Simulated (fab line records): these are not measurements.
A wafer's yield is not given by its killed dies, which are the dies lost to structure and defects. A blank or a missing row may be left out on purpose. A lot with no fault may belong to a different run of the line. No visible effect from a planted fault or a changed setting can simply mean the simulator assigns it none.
Split-lot trial || flow n5 finfet || route with 1938 steps; 7 lots, 21 wafers read

== ON THE SPLIT ==
At N5_BEOL_M9_ALD_74 (deposits TaN, target thk 2 nm, pulse time 2 s, purge time 3 s), the setting ald cycles was moved away from the recipe's 40 on 10 of the 21 wafers read, by -10.0% to +17.5%. All remaining wafers had this setting at the recipe value.

The reading is taken at the split's own step.

== THE READING ==
TaN_of_BEOL_M9_ALD_74.thk nm (the simulator's own value, which no gauge read), in nm, at N5_BEOL_M9_ALD_74 (deposits TaN, target thk 2 nm, pulse time 2 s, purge time 3 s). There is no usual value for it anywhere in the file.

{"wafer": "L077.1", "tool, chamber at the split": "ald metal-03, 3,2", "ald cycles as run": 40, "against the recipe": "recipe", "TaN_of_BEOL_M9_ALD_74.thk nm, nm": 2, "against lot-mates on the recipe": "-"}
{"wafer": "L077.4", "tool, chamber at the split": "ald metal-03, 3,2", "ald cycles as run": 40, "against the recipe": "recipe", "TaN_of_BEOL_M9_ALD_74.thk nm, nm": 2, "against lot-mates on the recipe": "-"}
{"wafer": "L077.2", "tool, chamber at the split": "ald metal-03, 1", "ald cycles as run": 37, "against the recipe": "-7.5%", "TaN_of_BEOL_M9_ALD_74.thk nm, nm": 1.8, "against lot-mates on the recipe": -0.2}
{"wafer": "L079.2", "tool, chamber at the split": "ald metal-03, 1,3,1", "ald cycles as run": 40, "against the recipe": "recipe", "TaN_of_BEOL_M9_ALD_74.thk nm, nm": 2, "against lot-mates on the recipe": "-"}
{"wafer": "L079.4", "tool, chamber at the split": "ald metal-03, 1,3,1", "ald cycles as run": 40, "against the recipe": "recipe", "TaN_of_BEOL_M9_ALD_74.thk nm, nm": 2, "against lot-mates on the recipe": "-"}
{"wafer": "L079.6", "tool, chamber at the split": "ald metal-03, 1,3,1", "ald cycles as run": 40, "against the recipe": "recipe", "TaN_of_BEOL_M9_ALD_74.thk nm, nm": 2, "against lot-mates on the recipe": "-"}
{"wafer": "L081.2", "tool, chamber at the split": "ald metal-02, 1,3,1", "ald cycles as run": 47, "against the recipe": "+17.5%", "TaN_of_BEOL_M9_ALD_74.thk nm, nm": 2.4, "against lot-mates on the recipe": "no lot-mate on the recipe"}
{"wafer": "L081.4", "tool, chamber at the split": "ald metal-02, 1,3,1", "ald cycles as run": 47, "against the recipe": "+17.5%", "TaN_of_BEOL_M9_ALD_74.thk nm, nm": 2.4, "against lot-mates on the recipe": "no lot-mate on the recipe"}
{"wafer": "L081.5", "tool, chamber at the split": "ald metal-02, 1,3,1", "ald cycles as run": 47, "against the recipe": "+17.5%", "TaN_of_BEOL_M9_ALD_74.thk nm, nm": 2.4, "against lot-mates on the recipe": "no lot-mate on the recipe"}
{"wafer": "L083.2", "tool, chamber at the split": "ald metal-03, 3", "ald cycles as run": 40, "against the recipe": "recipe", "TaN_of_BEOL_M9_ALD_74.thk nm, nm": 2, "against lot-mates on the recipe": "-"}
{"wafer": "L083.6", "tool, chamber at the split": "ald metal-03, 3", "ald cycles as run": 40, "against the recipe": "recipe", "TaN_of_BEOL_M9_ALD_74.thk nm, nm": 2, "against lot-mates on the recipe": "-"}
{"wafer": "L083.5", "tool, chamber at the split": "ald metal-03, 2", "ald cycles as run": 46, "against the recipe": "+15.0%", "TaN_of_BEOL_M9_ALD_74.thk nm, nm": 2.4, "against lot-mates on the recipe": "+0.4"}
{"wafer": "L090.1", "tool, chamber at the split": "ald metal-03, 3,0", "ald cycles as run": 36, "against the recipe": "-10.0%", "TaN_of_BEOL_M9_ALD_74.thk nm, nm": 1.8, "against lot-mates on the recipe": -0.2}
{"wafer": "L090.4", "tool, chamber at the split": "ald metal-03, 3,0", "ald cycles as run": 36, "against the recipe": "-10.0%", "TaN_of_BEOL_M9_ALD_74.thk nm, nm": 1.8, "against lot-mates on the recipe": -0.2}
{"wafer": "L090.3", "tool, chamber at the split": "ald metal-03, 2", "ald cycles as run": 40, "against the recipe": "recipe", "TaN_of_BEOL_M9_ALD_74.thk nm, nm": 2, "against lot-mates on the recipe": "-"}
{"wafer": "L091.2", "tool, chamber at the split": "ald metal-03, 1", "ald cycles as run": 40, "against the recipe": "recipe", "TaN_of_BEOL_M9_ALD_74.thk nm, nm": 2, "against lot-mates on the recipe": "-"}
{"wafer": "L091.4", "tool, chamber at the split": "ald metal-03, 0", "ald cycles as run": 36, "against the recipe": "-10.0%", "TaN_of_BEOL_M9_ALD_74.thk nm, nm": 1.8, "against lot-mates on the recipe": -0.2}
{"wafer": "L091.6", "tool, chamber at the split": "ald metal-03, 0", "ald cycles as run": 36, "against the recipe": "-10.0%", "TaN_of_BEOL_M9_ALD_74.thk nm, nm": 1.8, "against lot-mates on the recipe": -0.2}
{"wafer": "L092.1", "tool, chamber at the split": "ald metal-02, 0,1", "ald cycles as run": 40, "against the recipe": "recipe", "TaN_of_BEOL_M9_ALD_74.thk nm, nm": 2, "against lot-mates on the recipe": "-"}
{"wafer": "L092.6", "tool, chamber at the split": "ald metal-02, 0,1", "ald cycles as run": 40, "against the recipe": "recipe", "TaN_of_BEOL_M9_ALD_74.thk nm, nm": 2, "against lot-mates on the recipe": "-"}
{"wafer": "L092.5", "tool, chamber at the split": "ald metal-02, 2", "ald cycles as run": 38, "against the recipe": "-5.0%", "TaN_of_BEOL_M9_ALD_74.thk nm, nm": 1.8, "against lot-mates on the recipe": -0.2}
If several chambers appear in one row, that row covers several wafers at once and the file leaves open which wafer was in which chamber.

FIT RESULTS
A straight line over all 21 wafers: TaN_of_BEOL_M9_ALD_74.thk nm changes by +0.0231 nm for each +1% of ald cycles; r = +0.99; the points scatter about the line by 0.028 nm.
The same after taking each lot's own level away (the mean of its wafers on the recipe; 18 wafers): +0.0236 nm for each +1%; r = +0.98; scatter 0.03 nm.
On that fit, the largest move of ald cycles shifts the reading by 0.41 nm.
The lots' own levels span 2.00 to 2.00 nm.
The two slopes are in agreement: the lot-to-lot level therefore moves the slope only a little.
Check: with one of the wafers moved furthest among these (+15.0%) left out of the fit, the line predicts +0.315 nm for it against its lot-mates. It came out at +0.4 nm against them.

== ADDITIONAL SPLITS CARRIED BY THESE WAFERS ==
Note: prior to the reading, these wafers also went through further splits. Each is held against what the fit with the lots' levels taken away leaves over:
{"other split on the same wafers": "N5_BEOL_M8_EXPOSE_25 dose mj", "wafers away from the commonest value": 5, "r with TaN_of_BEOL_M9_ALD_74.thk nm (lot level and that fit taken away)": "+0.10"}
{"other split on the same wafers": "N5_BEOL_M8_ETCH_65 source w", "wafers away from the commonest value": 10, "r with TaN_of_BEOL_M9_ALD_74.thk nm (lot level and that fit taken away)": -0.11}

== FILE'S OWN FIT ==
TaN_of_BEOL_M9_ALD_74.thk nm changes by +0.0247 nm for each +1% of ald cycles, r = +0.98.
